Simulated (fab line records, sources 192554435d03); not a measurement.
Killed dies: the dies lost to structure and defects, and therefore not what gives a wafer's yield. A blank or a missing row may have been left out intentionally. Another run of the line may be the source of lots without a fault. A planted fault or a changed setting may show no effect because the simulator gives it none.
Split-lot experiment || flow n5 finfet || 7 lots, 21 wafers read, on a route of 1938 steps

## THE SPLIT
At N5_BEOL_M4_EXPOSE_08 (exposes mask M4), the setting dose mj was moved away from the recipe's 41.25 on 9 of the 21 wafers read, by -7.2% to +5.6%. The other wafers ran this setting at the recipe's value.

## FROM THE SPLIT TO THE READING: what the file shows between them, 20 steps
- N5_BEOL_M4_PEB_09: peb time 60 s
- N5_BEOL_M4_DEVELOP_10: develop time 30 s
- N5_BEOL_M4_CD_MEAS_11: target cd 16.79 nm
- N5_BEOL_M4_DESCUM_16: chemistry O2, time 7 s
- N5_BEOL_M4_ETCH_74: etches underlayer in N2/H2, target depth 6.5 nm, time 5.2 s
- N5_BEOL_M4_ETCH_63: etches SiARC in CF4, target depth 15.6 nm, time 26 s
- N5_BEOL_M4_ETCH_64: etches SOC in N2/H2, target depth 75 nm, overetch 22.5 nm, time 121.9 s
- N5_BEOL_M4_STRIP_65: strips in N2/H2
- N5_BEOL_M4_STRIP_75: strips in N2/H2
- N5_BEOL_M4_STRIP_66: strips in CF4
- N5_BEOL_M4_HM_OPEN_17: chemistry Cl2/BCl3, target TiN, target depth 20 nm, overetch 6 nm
- N5_BEOL_M4_DESCUM_33: chemistry O2, time 7 s (also split here: time s)
- N5_BEOL_M4_ETCH_77: etches underlayer in N2/H2, target depth 6.5 nm, time 5.2 s
- N5_BEOL_M4_ETCH_69: etches SiARC in CF4, target depth 15.6 nm, time 26 s
- N5_BEOL_M4_ALD_98: deposits SiO2, target thk 2.5 nm, pulse time 1 s, co reactant pulse time 1 s (also split here: ald cycles)
- N5_BEOL_M4_ETCHBACK_99: etches SiO2 in CHF3, target depth 5 nm, time 10.4 s
- N5_BEOL_M4_ETCH_70: etches SOC in N2/H2, target depth 80 nm, overetch 24 nm, time 130 s
- N5_BEOL_M4_STRIP_71: strips in N2/H2
- N5_BEOL_M4_PRECLEAN_42: cleans in residue remover, time 60 s
- N5_BEOL_M4_SRD_43: time 30 s

## THE READING
cd nm, in nm, at N5_BEOL_M4_CD_MEAS_35 (target cd 18 nm, target cd y 22.4 nm). Fault-free wafers of this fab line usually give 17.9 nm, standard deviation 0.31 nm.

{"wafer": "L077.1", "tool, chamber at the split": "euv scanner-01, 0", "dose mj as run": 41.25, "against the recipe": "recipe", "cd nm, nm": 17.9, "against lot-mates on the recipe": "-"}
{"wafer": "L077.2", "tool, chamber at the split": "euv scanner-01, 0", "dose mj as run": 43.56, "against the recipe": "+5.6%", "cd nm, nm": 18.5, "against lot-mates on the recipe": "+0.6"}
{"wafer": "L077.4", "tool, chamber at the split": "euv scanner-01, 0", "dose mj as run": 43.56, "against the recipe": "+5.6%", "cd nm, nm": 18.6, "against lot-mates on the recipe": "+0.7"}
{"wafer": "L079.2", "tool, chamber at the split": "euv scanner-02, 0", "dose mj as run": 41.25, "against the recipe": "recipe", "cd nm, nm": 18.4, "against lot-mates on the recipe": "-"}
{"wafer": "L079.4", "tool, chamber at the split": "euv scanner-02, 0", "dose mj as run": 41.25, "against the recipe": "recipe", "cd nm, nm": 18.0, "against lot-mates on the recipe": "-"}
{"wafer": "L079.6", "tool, chamber at the split": "euv scanner-02, 0", "dose mj as run": 41.25, "against the recipe": "recipe", "cd nm, nm": 18.0, "against lot-mates on the recipe": "-"}
{"wafer": "L081.2", "tool, chamber at the split": "euv scanner-01, 0", "dose mj as run": 41.25, "against the recipe": "recipe", "cd nm, nm": 17.9, "against lot-mates on the recipe": "-"}
{"wafer": "L081.4", "tool, chamber at the split": "euv scanner-01, 0", "dose mj as run": 38.81, "against the recipe": "-5.9%", "cd nm, nm": 16.7, "against lot-mates on the recipe": -1.2}
{"wafer": "L081.5", "tool, chamber at the split": "euv scanner-01, 0", "dose mj as run": 38.81, "against the recipe": "-5.9%", "cd nm, nm": 17.1, "against lot-mates on the recipe": -0.8}
{"wafer": "L083.2", "tool, chamber at the split": "euv scanner-02, 0", "dose mj as run": 38.96, "against the recipe": "-5.6%", "cd nm, nm": 17.1, "against lot-mates on the recipe": -1.1}
{"wafer": "L083.5", "tool, chamber at the split": "euv scanner-02, 0", "dose mj as run": 38.96, "against the recipe": "-5.6%", "cd nm, nm": 17.2, "against lot-mates on the recipe": -1.0}
{"wafer": "L083.6", "tool, chamber at the split": "euv scanner-02, 0", "dose mj as run": 41.25, "against the recipe": "recipe", "cd nm, nm": 18.2, "against lot-mates on the recipe": "-"}
{"wafer": "L090.1", "tool, chamber at the split": "euv scanner-01, 0", "dose mj as run": 38.3, "against the recipe": "-7.2%", "cd nm, nm": 16.5, "against lot-mates on the recipe": -1.6}
{"wafer": "L090.3", "tool, chamber at the split": "euv scanner-01, 0", "dose mj as run": 41.25, "against the recipe": "recipe", "cd nm, nm": 18.1, "against lot-mates on the recipe": "-"}
{"wafer": "L090.4", "tool, chamber at the split": "euv scanner-01, 0", "dose mj as run": 38.3, "against the recipe": "-7.2%", "cd nm, nm": 16.4, "against lot-mates on the recipe": -1.7}
{"wafer": "L091.2", "tool, chamber at the split": "euv scanner-02, 0", "dose mj as run": 41.25, "against the recipe": "recipe", "cd nm, nm": 17.5, "against lot-mates on the recipe": "-"}
{"wafer": "L091.4", "tool, chamber at the split": "euv scanner-02, 0", "dose mj as run": 41.25, "against the recipe": "recipe", "cd nm, nm": 17.2, "against lot-mates on the recipe": "-"}
{"wafer": "L091.6", "tool, chamber at the split": "euv scanner-02, 0", "dose mj as run": 39.71, "against the recipe": "-3.7%", "cd nm, nm": 17.2, "against lot-mates on the recipe": -0.2}
{"wafer": "L092.1", "tool, chamber at the split": "euv scanner-02, 0", "dose mj as run": 41.25, "against the recipe": "recipe", "cd nm, nm": 18.2, "against lot-mates on the recipe": "-"}
{"wafer": "L092.5", "tool, chamber at the split": "euv scanner-02, 0", "dose mj as run": 41.25, "against the recipe": "recipe", "cd nm, nm": 18.2, "against lot-mates on the recipe": "-"}
{"wafer": "L092.6", "tool, chamber at the split": "euv scanner-02, 0", "dose mj as run": 41.25, "against the recipe": "recipe", "cd nm, nm": 18.1, "against lot-mates on the recipe": "-"}

THE FIT
A straight line over all 21 wafers: cd nm changes by +0.163 nm for each +1% of dose mj; r = +0.90; the points scatter about the line by 0.3 nm.
The same after taking each lot's own level away (the mean of its wafers on the recipe; 21 wafers): +0.172 nm for each +1%; r = +0.94; scatter 0.23 nm.
That fit puts the effect of the largest move of dose mj on the reading at 1.2 nm.
Across the lots, their own levels run from 17.35 to 18.20 nm, a range of 2.7 times the standard deviation given above.
So the lot-to-lot level changes the slope little: the two slopes agree.
Check: for one of the wafers moved furthest among these (-7.2%), held out of the fit, the line's prediction against its lot-mates is -1.22 nm. Against them it came out at -1.6 nm.

## ADDITIONAL SPLITS CARRIED BY THESE WAFERS
Other splits were also applied to these wafers ahead of the reading. Each is held against what the fit with the lots' levels taken away leaves over:
{"other split on the same wafers": "N5_BEOL_M3_ETCH_64 time s", "wafers away from the commonest value": 7, "r with cd nm (lot level and that fit taken away)": "+0.03"}
{"other split on the same wafers": "N5_BEOL_M4_DESCUM_33 time s", "wafers away from the commonest value": 5, "r with cd nm (lot level and that fit taken away)": -0.10}
{"other split on the same wafers": "N5_BEOL_M4_ALD_98 ald cycles", "wafers away from the commonest value": 4, "r with cd nm (lot level and that fit taken away)": -0.05}

## THE WHOLE CHAIN: every reading that the file lists as answering this split, in the file's order
{"step": "N5_BEOL_M4_CD_MEAS_11", "what it does": "target cd 16.79 nm", "reading": "cd nm", "change (the file's fit)": "+0.227 nm for each +1% of the setting", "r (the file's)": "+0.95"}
{"step": "N5_BEOL_M4_ETCH_74", "what it does": "etches underlayer in N2/H2, target depth 6.5 nm, time 5.2 s", "reading": "BEOL_M4.cd offset nm (the simulator's own value, which no gauge read)", "change (the file's fit)": "+0.207 nm for each +1% of the setting", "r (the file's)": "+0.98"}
{"step": "N5_BEOL_M4_ETCH_63", "what it does": "etches SiARC in CF4, target depth 15.6 nm, time 26 s", "reading": "BEOL_M4.cd offset nm (the simulator's own value, which no gauge read)", "change (the file's fit)": "+0.189 nm for each +1% of the setting", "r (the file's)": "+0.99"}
{"step": "N5_BEOL_M4_HM_OPEN_17", "what it does": "chemistry Cl2/BCl3, target TiN, target depth 20 nm, overetch 6 nm", "reading": "BEOL_M4.cd offset nm (the simulator's own value, which no gauge read)", "change (the file's fit)": "+0.182 nm for each +1% of the setting", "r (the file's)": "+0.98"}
{"step": "N5_BEOL_M4_CD_MEAS_35", "what it does": "target cd 18 nm, target cd y 22.4 nm", "reading": "cd nm", "change (the file's fit)": "+0.172 nm for each +1% of the setting", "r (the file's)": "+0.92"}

## THE FILE'S OWN FIT
cd nm changes by +0.172 nm for each +1% of dose mj, r = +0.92.
